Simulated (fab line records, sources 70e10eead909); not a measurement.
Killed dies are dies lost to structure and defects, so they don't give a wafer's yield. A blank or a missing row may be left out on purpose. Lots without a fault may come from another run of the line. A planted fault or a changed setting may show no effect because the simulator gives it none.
Which tool did it? | flow nand_harc | 11 lots, 33 wafers sampled, at 5 steps of a route of 1302

WHAT THE GAUGES READ, wafer by wafer
NHARC_END_SORT_01. Usual: defect_limited_yield 92.0 %, standard deviation 2.6; killed_at_array 50, standard deviation 17; killed_at_other 0.7, standard deviation 1; killed_at_periphery 3.4, standard deviation 2.4; killed_dies 54, standard deviation 17; killed_open 3.3, standard deviation 1.7; killed_short 2.5, standard deviation 1.6; sort_bin_2_pct 2.8 %, standard deviation 1.1; sort_bin_3_pct 0.5 %, standard deviation 0.33; sort_bin_4_pct 4.6 %, standard deviation 1.5; sort_n_pass 623, standard deviation 17; sort_rim_yield_pct 92 %, standard deviation 3.8; sort_yield_pct 92.0 %, standard deviation 2.6.
lot  | measured     | on        | defect_limited_yield (%) | killed_at_array | killed_at_other | killed_at_periphery | killed_dies | killed_open | killed_short | sort_bin_2_pct (%) | sort_bin_3_pct (%) | sort_bin_4_pct (%) | sort_n_pass | sort_rim_yield_pct (%) | sort_yield_pct (%) | flag
L643 | day 32 20:53 | prober-01 | 90.7 90.3 89.4           | 58 62 72        | 0 1 0           | 5 3 0               | 63 66 72    | 7 7 4       | 2 2 4        | 3.5 3.4 3.7        | 0.4 0.3 0.3        | 5.3 6.1 6.6        | 614 611 605 | 90 90 82               | 90.7 90.3 89.4     |

WHICH TOOL RAN EACH LOT (tool, then ch and the chambers of the sampled wafers, then the start)
lot  | NHARC_A_BLC_STRIP_29               | NHARC_A_BLC_CVD_24                       | NHARC_A_M0_ETCH_34                 | NHARC_A_M0_PVD_20
L625 | rie_diel-03 ch 1,2,3, day 22 21:33 | cvd_w-01 ch 0,1, day 23 00:34 or earlier | rie_diel-08 ch 1,2,3, day 23 00:34 | pvd_sputter-01, no start
L627 | rie_diel-05 ch 0,1,3, day 23 05:12 | cvd_w-02 ch 0,1, day 23 08:23 or earlier | rie_diel-08 ch 0,1,3, day 23 08:23 | pvd_sputter-01, no start
L626 | rie_diel-03 ch 0,2,3, day 23 08:21 | cvd_w-01 ch 0,1, day 23 11:25 or earlier | rie_diel-08 ch 0,3, day 23 11:25   | pvd_sputter-01, no start
L629 | rie_diel-05 ch 1,2, day 24 16:08   | cvd_w-01 ch 0,1, day 24 19:13 or earlier | rie_diel-13 ch 0,1,2, day 24 19:13 | pvd_sputter-01, no start
L631 | rie_diel-05 ch 0,1,3, day 24 22:11 | cvd_w-01 ch 0,1, day 25 01:07 or earlier | rie_diel-08 ch 0,2,3, day 25 01:07 | pvd_sputter-03, no start
L632 | rie_diel-05 ch 1,2, day 24 22:31   | cvd_w-02 ch 0, day 25 01:40 or earlier   | rie_diel-09 ch 0,2, day 25 01:40   | pvd_sputter-02, no start
L633 | rie_diel-03 ch 2,3, day 27 07:01   | cvd_w-01 ch 0,1, day 27 10:05 or earlier | rie_diel-08 ch 1,2, day 27 10:05   | pvd_sputter-03, no start
L641 | rie_diel-05 ch 0,1,3, day 29 21:03 | cvd_w-01 ch 0,1, day 30 00:06 or earlier | rie_diel-08 ch 1,3, day 30 00:06   | pvd_sputter-03, no start
L643 | rie_diel-03 ch 0,3, day 30 12:56   | cvd_w-02 ch 0,1, day 30 16:01 or earlier | rie_diel-08 ch 0,1,2, day 30 16:01 | pvd_sputter-02, day 32 20:53 or earlier
L647 | rie_diel-05 ch 0,1,3, day 31 03:37 | cvd_w-01 ch 0,1, day 31 06:42 or earlier | rie_diel-09 ch 0,2,3, day 31 06:42 | pvd_sputter-03, no start
L645 | rie_diel-01 ch 0,1,3, day 31 06:26 | cvd_w-02 ch 0,1, day 31 09:22 or earlier | rie_diel-09 ch 0,1,3, day 31 09:22 | pvd_sputter-02, no start
- NHARC_A_BLC_STRIP_29: strips in CF4.
- NHARC_A_BLC_CVD_24: deposits W, target thk 150 nm, time 434 s.
- NHARC_A_M0_ETCH_34: etches the open film in N2/H2, target depth 40 nm, overetch 12 nm, time 43.94 s.
- NHARC_A_M0_PVD_20: deposits TaN, target thk 5 nm, time 8.06 s.

WHAT THE TOOLS THEMSELVES READ (means of the sampled wafers that have a number; where no wafer has one, the mark that the record gives instead)
NHARC_A_BLC_STRIP_29. Usual: drypump_motor_current_A 5.8 A, standard deviation 0.35; oes_product_au 1.002 a.u., standard deviation 0.0087; rf_vpp_V 59.4 V, standard deviation 0.87; showerhead_plenum_p_Torr 1.79 Torr, standard deviation 0.074; throttle_valve_pct 13.285 %, standard deviation 0.01.
lot  | tool        | drypump_motor_current_A (A) | oes_product_au (a.u.) | rf_vpp_V (V) | showerhead_plenum_p_Torr (Torr) | throttle_valve_pct (%) | flag
L625 | rie_diel-03 | 6.0                         | 1.003                 | 59.6         | 1.76                            | 13.286                 |
L627 | rie_diel-05 | 5.7                         | 1.004                 | 59.5         | 1.83                            | 13.291                 |
L626 | rie_diel-03 | 6.0                         | 1.004                 | 59.1         | 1.75                            | 13.286                 |
L629 | rie_diel-05 | 5.5                         | 0.996                 | 59.8         | 1.85                            | 13.276                 |
L631 | rie_diel-05 | 5.7                         | 1.006                 | 60.1         | 1.83                            | 13.285                 |
L632 | rie_diel-05 | 5.5                         | 1.003                 | 60.3         | 1.85                            | 13.277                 |
L633 | rie_diel-03 | 6.2                         | 1.005                 | 59.2         | 1.73                            | 13.288                 |
L641 | rie_diel-05 | 5.7                         | 0.991                 | 60.1         | 1.83                            | 13.276                 |
L643 | rie_diel-03 | 6.0                         | 1.016                 | 59.3         | 1.67                            | 13.278                 |
L647 | rie_diel-05 | 5.7                         | 0.994                 | 59.7         | 1.83                            | 13.291                 |
L645 | rie_diel-01 | 5.3                         | 0.999                 | 60.1         | 1.79                            | 13.299                 |

NHARC_A_BLC_CVD_24. Usual: heater_power_w 490 W, standard deviation 74; throttle_valve_pct 8.09 %, standard deviation 0.16.
lot  | tool     | heater_power_w (W) | throttle_valve_pct (%) | flag
L625 | cvd_w-01 | 424                | 8.08                   |
L627 | cvd_w-02 | 551                | 8.03                   |
L626 | cvd_w-01 | 438                | 8.10                   |
L629 | cvd_w-01 | 419                | 8.06                   |
L631 | cvd_w-01 | 423                | 7.76                   |
L632 | cvd_w-02 | 531                | 7.95                   |
L633 | cvd_w-01 | 428                | 7.97                   |
L641 | cvd_w-01 | 414                | 8.04                   |
L643 | cvd_w-02 | 548                | 8.19                   |
L647 | cvd_w-01 | 419                | 8.01                   |
L645 | cvd_w-02 | 571                | 8.12                   |

NHARC_A_M0_ETCH_34. Usual: bias_w 149.9 W, standard deviation 0.46; drypump_motor_current_A 5.7 A, standard deviation 0.4; oes_product_au 0.999 a.u., standard deviation 0.008; rf_vpp_V 431.9 V, standard deviation 1.7; run_length_s 65.2 s, standard deviation 0.34; showerhead_plenum_p_Torr 2.09 Torr, standard deviation 0.06; throttle_valve_pct 14.170 %, standard deviation 0.0084.
lot  | tool        | bias_w (W) | drypump_motor_current_A (A) | oes_product_au (a.u.) | rf_vpp_V (V) | run_length_s (s) | showerhead_plenum_p_Torr (Torr) | throttle_valve_pct (%) | flag
L625 | rie_diel-08 | 149.9      | 5.8                         | 0.996                 | 433.1        | 65.3             | 2.14                            | 14.169                 |
L627 | rie_diel-08 | 149.7      | 5.9                         | 0.995                 | 432.5        | 65.3             | 2.12                            | 14.171                 |
L626 | rie_diel-08 | 149.6      | 6.1                         | 0.992                 | 432.4        | 65.5             | 2.14                            | 14.165                 |
L629 | rie_diel-13 | 149.4      | 5.6                         | 1.004                 | 429.2        | 65.1             | 1.95                            | 14.163                 |
L631 | rie_diel-08 | 150.2      | 5.9                         | 0.998                 | 432.1        | 65.2             | 2.11                            | 14.176                 |
L632 | rie_diel-09 | 149.7      | 5.1                         | 1.002                 | 430.4        | 65.4             | 2.07                            | 14.180                 |
L633 | rie_diel-08 | 150.4      | 5.6                         | 1.002                 | 433.9        | 65.2             | 2.11                            | 14.163                 |
L641 | rie_diel-08 | 150.3      | 6.1                         | 0.988                 | 432.8        | 61.2             | 2.16                            | 14.157                 | OFF
L643 | rie_diel-08 | 149.9      | 5.7                         | 0.990                 | 432.9        | 61.2             | 2.10                            | 14.165                 | OFF
L647 | rie_diel-09 | 149.9      | 5.3                         | 1.002                 | 431.5        | 65.0             | 2.05                            | 14.175                 |
L645 | rie_diel-09 | 150.1      | 5.7                         | 1.008                 | 430.6        | 65.2             | 2.06                            | 14.167                 |

NHARC_A_M0_PVD_20. Usual: throttle_valve_pct 30.1 %, standard deviation 0.85.
lot  | tool           | throttle_valve_pct (%) | flag
L625 | pvd_sputter-01 | 29.6                   |
L627 | pvd_sputter-01 | 30.7                   |
L626 | pvd_sputter-01 | 29.7                   |
L629 | pvd_sputter-01 | 29.7                   |
L631 | pvd_sputter-03 | 29.9                   |
L632 | pvd_sputter-02 | 29.7                   |
L633 | pvd_sputter-03 | 29.9                   |
L641 | pvd_sputter-03 | 29.8                   |
L643 | pvd_sputter-02 | 29.9                   |
L647 | pvd_sputter-03 | 29.6                   |
L645 | pvd_sputter-02 | 30.1                   |

THE ANSWER, worked out from the rows above alone
Rule: a lot is off if the mean of its wafers that have a number lies more than 3 standard deviations from the usual mean. A lot without any number at a reading at which 4 lots or more have one is off too. The other lots that the step has rows for count as sound. The gauges are gone through in route order, then the tools' own readings, and for those a lot's mean is taken as printed above. The first step at which some lot is off is used, and at that step the reading that is off furthest; a lot without a number counts as furthest.
Off: L641, L643, at NHARC_A_M0_ETCH_34 (run_length_s).
A tool fits if, at that step or a process step before it, it ran every lot that is off, and no sound lot after the first of them. NHARC_A_BLC_CVD_24 gives no start for some lots, so the hours and the order of its lots are those of NHARC_A_M0_ETCH_34. One fits: rie_diel-08 at NHARC_A_M0_ETCH_34. Its last sound lot is L633 (day 27 10:05), its first lot that is off L641 (day 30 00:06): a fault that began between those two fits.
The tool's own readings at NHARC_A_M0_ETCH_34 bear it out: on the lots that are off they differ by more than 5 times the standard deviation of the sound lots' means. run_length_s reads 61.2 s there against 65.2 s on the sound lots.

WHAT THE SIMULATOR HAD PUT IN
Process parameter drift: rie_diel-08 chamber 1, from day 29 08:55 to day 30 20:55, at NHARC_A_M0_ETCH_34. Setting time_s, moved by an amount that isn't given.
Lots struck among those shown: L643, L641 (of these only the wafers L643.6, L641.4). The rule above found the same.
